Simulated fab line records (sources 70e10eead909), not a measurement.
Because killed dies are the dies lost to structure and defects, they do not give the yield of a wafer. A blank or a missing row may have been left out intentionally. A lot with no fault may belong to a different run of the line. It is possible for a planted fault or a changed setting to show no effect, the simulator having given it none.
8D (eight disciplines) problem report, filled in by code | flow nand-harc | the parts of the form that need people (team, actions taken, sign-off) are left out

1. THE ISSUE
Mean of time-to-endpoint-s at NHARC_P_M2_CMP_23: 12 s across 6 wafers in 2 lots; on wafers with no fault it is 29 s (standard deviation 3.4). That puts it -4.9 standard deviations away from the usual mean.
The step: polishes, t overpolish 20 s, target thk 144.3 nm.
The first sign was on wafer L501.3 at day 9 13:32, on cmp-03. At this step, 39 wafers from 13 lots have a number in the record. By rule, "out" or "out of limits" means more than 4 standard deviations away from the usual mean. The other wafers with a number count as sound.

2. WHAT THIS IS AND IS NOT
question                    | is                     | is not
which readings at this step | time-to-endpoint-s     | -
which lots                  | L499, L501             | L488, L489, L490, L491, L492, L493, L495, L502, L506, L507, L510
which wafers of those lots  | all that have a number | -
read on which tools         | cmp-03                 | cmp-01, cmp-02
when                        | from day 9 13:32       | up to then (24 sound wafers); but 9 sound wafers of L506, L507, L510 came after

3. WHAT RULES OUT EACH SUSPECT
Counting: a tool stays on the suspect list if, at a process step up to the reading, it processed all lots that are out and no sound lot following the first of them.
- rie-diel-11 at NHARC_P_M2_DESCUM_14 (chemistry O2, time 3 s): ruled out as a lasting fault. The sound lots L506, L510 went through it after L501, its earliest lot that is out (day 9 11:15).
- rie-diel-11 at NHARC_P_M2_ETCH_15 (etches the open film in C4F8/Ar, target depth 182.5 nm, time 91.2 s): ruled out as a lasting fault. The sound lots L506, L510 went through it after L501, its earliest lot that is out (day 9 12:43). Because NHARC_P_M2_ETCH_15 lacks a start for some lots, the hours and order of its lots are taken from NHARC_P_M2_ECD_22.
- ecd-cu-02 at NHARC_P_M2_ECD_22 (material Cu, target thk 400 nm): kept. All lots that are out passed through it, beginning with L501 at day 9 12:43, and no sound lot followed; its final sound lot before that point was L495 at day 8 01:49.
- cmp-03 at NHARC_P_M2_CMP_23 (polishes, t overpolish 20 s, target thk 144.3 nm): ruled out as a lasting fault. The sound lots L507 went through it after L501, its earliest lot that is out (day 9 13:32).
Remaining after the count: ecd-cu-02 at NHARC_P_M2_ECD_22.

4. THE CAUSE (what the simulator had put in)
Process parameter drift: ecd-cu-02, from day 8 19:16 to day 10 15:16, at NHARC_P_M2_ECD_22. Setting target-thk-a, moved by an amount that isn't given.
Only this tool survived the counting.

5. THE CHAIN OF EFFECTS, in route order
Each row: a reading where the mean over the struck wafers with a number is more than 3 standard deviations away from the usual. Only readings whose record carries a usual standard deviation are examined. hours: median over the lots of the time between each lot's start at the first step of this table that gives one and its start at this step. sigmas: the change, counted in usual standard deviations.
hours | step              | reading            | usual | on struck wafers | change | sigmas
0     | NHARC_P_M2_CMP_23 | time-to-endpoint-s | 29 s  | 12               | -17    | -4.9
Here are the process steps it includes:
- NHARC_P_M2_CMP_23: polishes, t overpolish 20 s, target thk 144.3 nm.

6. HOW IT WOULD HAVE BEEN CAUGHT EARLIER
In this record the first reading out of limits was taken at day 9 13:32, 18 hours after the fault began at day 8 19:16.
Lots out: 2; of these, L499 started NHARC_P_M2_ECD_22 on ecd-cu-02 after day 9 13:32. Putting the tool on hold at that point would have spared it.
